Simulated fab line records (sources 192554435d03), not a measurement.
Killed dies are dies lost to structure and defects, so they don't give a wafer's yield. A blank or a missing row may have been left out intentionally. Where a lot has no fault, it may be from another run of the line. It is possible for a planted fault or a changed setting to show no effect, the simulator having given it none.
Split-lot trial / flow n5 finfet / 21 wafers read from 7 lots, route of 1938 steps

## ABOUT THE SPLIT
At N5_BEOL_M7_PECVD_70 (deposits SiO2 from TEOS/O2, target thk 20 nm, time 22.7 s), the setting temp c was moved away from the recipe's 400 C on 7 of the 21 wafers read, by -2.9% to +3.3%. All remaining wafers had this setting at the recipe value.

The reading is taken at the split's own step.

## THE READING
SiO2_of_BEOL_M7_PECVD_70.thk nm (the simulator's own value, which no gauge read), in nm, at N5_BEOL_M7_PECVD_70 (deposits SiO2 from TEOS/O2, target thk 20 nm, time 22.7 s). The file does not state a usual value for it. Across the 14 wafers here that went through the recipe, the average is 19.8 nm and the standard deviation 0.22 nm.

wafer=L074.3; tool, chamber at the split=pecvd-02, 1; temp c as run, C=400; against the recipe=recipe; SiO2_of_BEOL_M7_PECVD_70.thk nm, nm=19.8; against lot-mates on the recipe=-
wafer=L074.4; tool, chamber at the split=pecvd-02, 2; temp c as run, C=400; against the recipe=recipe; SiO2_of_BEOL_M7_PECVD_70.thk nm, nm=20.2; against lot-mates on the recipe=-
wafer=L074.5; tool, chamber at the split=pecvd-02, 0; temp c as run, C=391.5; against the recipe=-2.1%; SiO2_of_BEOL_M7_PECVD_70.thk nm, nm=21.2; against lot-mates on the recipe=+1.2
wafer=L080.1; tool, chamber at the split=pecvd-04, 0; temp c as run, C=400; against the recipe=recipe; SiO2_of_BEOL_M7_PECVD_70.thk nm, nm=19.8; against lot-mates on the recipe=-
wafer=L080.2; tool, chamber at the split=pecvd-04, 1; temp c as run, C=400; against the recipe=recipe; SiO2_of_BEOL_M7_PECVD_70.thk nm, nm=19.6; against lot-mates on the recipe=-
wafer=L080.3; tool, chamber at the split=pecvd-04, 2; temp c as run, C=408.7; against the recipe=+2.2%; SiO2_of_BEOL_M7_PECVD_70.thk nm, nm=18.4; against lot-mates on the recipe=-1.3
wafer=L083.1; tool, chamber at the split=pecvd-03, 1; temp c as run, C=400; against the recipe=recipe; SiO2_of_BEOL_M7_PECVD_70.thk nm, nm=19.8; against lot-mates on the recipe=-
wafer=L083.4; tool, chamber at the split=pecvd-03, 1; temp c as run, C=400; against the recipe=recipe; SiO2_of_BEOL_M7_PECVD_70.thk nm, nm=19.8; against lot-mates on the recipe=-
wafer=L083.6; tool, chamber at the split=pecvd-03, 0; temp c as run, C=400; against the recipe=recipe; SiO2_of_BEOL_M7_PECVD_70.thk nm, nm=20; against lot-mates on the recipe=-
wafer=L087.2; tool, chamber at the split=pecvd-04, 1; temp c as run, C=388.3; against the recipe=-2.9%; SiO2_of_BEOL_M7_PECVD_70.thk nm, nm=20.6; against lot-mates on the recipe=+1.0
wafer=L087.4; tool, chamber at the split=pecvd-04, 0; temp c as run, C=388.3; against the recipe=-2.9%; SiO2_of_BEOL_M7_PECVD_70.thk nm, nm=21.4; against lot-mates on the recipe=+1.8
wafer=L087.6; tool, chamber at the split=pecvd-04, 1; temp c as run, C=400; against the recipe=recipe; SiO2_of_BEOL_M7_PECVD_70.thk nm, nm=19.6; against lot-mates on the recipe=-
wafer=L090.3; tool, chamber at the split=pecvd-04, 1; temp c as run, C=400; against the recipe=recipe; SiO2_of_BEOL_M7_PECVD_70.thk nm, nm=19.4; against lot-mates on the recipe=-
wafer=L090.4; tool, chamber at the split=pecvd-04, 0; temp c as run, C=400; against the recipe=recipe; SiO2_of_BEOL_M7_PECVD_70.thk nm, nm=20; against lot-mates on the recipe=-
wafer=L090.6; tool, chamber at the split=pecvd-04, 1; temp c as run, C=400; against the recipe=recipe; SiO2_of_BEOL_M7_PECVD_70.thk nm, nm=19.8; against lot-mates on the recipe=-
wafer=L091.1; tool, chamber at the split=pecvd-04, 1; temp c as run, C=413.1; against the recipe=+3.3%; SiO2_of_BEOL_M7_PECVD_70.thk nm, nm=17.8; against lot-mates on the recipe=-2.0
wafer=L091.5; tool, chamber at the split=pecvd-04, 1; temp c as run, C=413.1; against the recipe=+3.3%; SiO2_of_BEOL_M7_PECVD_70.thk nm, nm=18; against lot-mates on the recipe=-1.8
wafer=L091.6; tool, chamber at the split=pecvd-04, 0; temp c as run, C=400; against the recipe=recipe; SiO2_of_BEOL_M7_PECVD_70.thk nm, nm=19.8; against lot-mates on the recipe=-
wafer=L094.1; tool, chamber at the split=pecvd-04, 1; temp c as run, C=400; against the recipe=recipe; SiO2_of_BEOL_M7_PECVD_70.thk nm, nm=19.4; against lot-mates on the recipe=-
wafer=L094.3; tool, chamber at the split=pecvd-04, 0; temp c as run, C=400; against the recipe=recipe; SiO2_of_BEOL_M7_PECVD_70.thk nm, nm=19.6; against lot-mates on the recipe=-
wafer=L094.4; tool, chamber at the split=pecvd-04, 0; temp c as run, C=412.2; against the recipe=+3.0%; SiO2_of_BEOL_M7_PECVD_70.thk nm, nm=18.2; against lot-mates on the recipe=-1.3

THE FIT
A straight line over all 21 wafers: SiO2_of_BEOL_M7_PECVD_70.thk nm changes by -0.527 nm for each +1% of temp c; r = -0.96; the points scatter about the line by 0.27 nm.
The same after taking each lot's own level away (the mean of its wafers on the recipe; 21 wafers): -0.524 nm for each +1%; r = -0.97; scatter 0.22 nm.
The reading moves by 1.7 nm for the largest change in temp c, on that fit.
Across the lots, their own levels run from 19.50 to 20.00 nm, a range of 2.3 times the standard deviation given above.
So the lot-to-lot level changes the slope little: the two slopes agree.
Check: -1.66 nm against its lot-mates is what the line predicts for one of the wafers moved furthest among these (+3.3%) when that wafer is left out of the fit. It came out at -2 nm against them.

## THE OTHER SPLITS THESE WAFERS WENT THROUGH
These wafers also went through other splits before the reading. Each is held against what the fit with the lots' levels taken away leaves over:
other split on the same wafers=N5_BEOL_M4_EXPOSE_25 dose mj; wafers away from the commonest value=7; r with SiO2_of_BEOL_M7_PECVD_70.thk nm (lot level and that fit taken away)=-0.39
other split on the same wafers=N5_BEOL_M5_TRENCH_ETCH_37 source w; wafers away from the commonest value=9; r with SiO2_of_BEOL_M7_PECVD_70.thk nm (lot level and that fit taken away)=-0.01
other split on the same wafers=N5_BEOL_M5_ETCH_41 source w; wafers away from the commonest value=8; r with SiO2_of_BEOL_M7_PECVD_70.thk nm (lot level and that fit taken away)=+0.32

## THE FILE'S OWN FIT
SiO2_of_BEOL_M7_PECVD_70.thk nm changes by -0.52 nm for each +1% of temp c, r = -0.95.
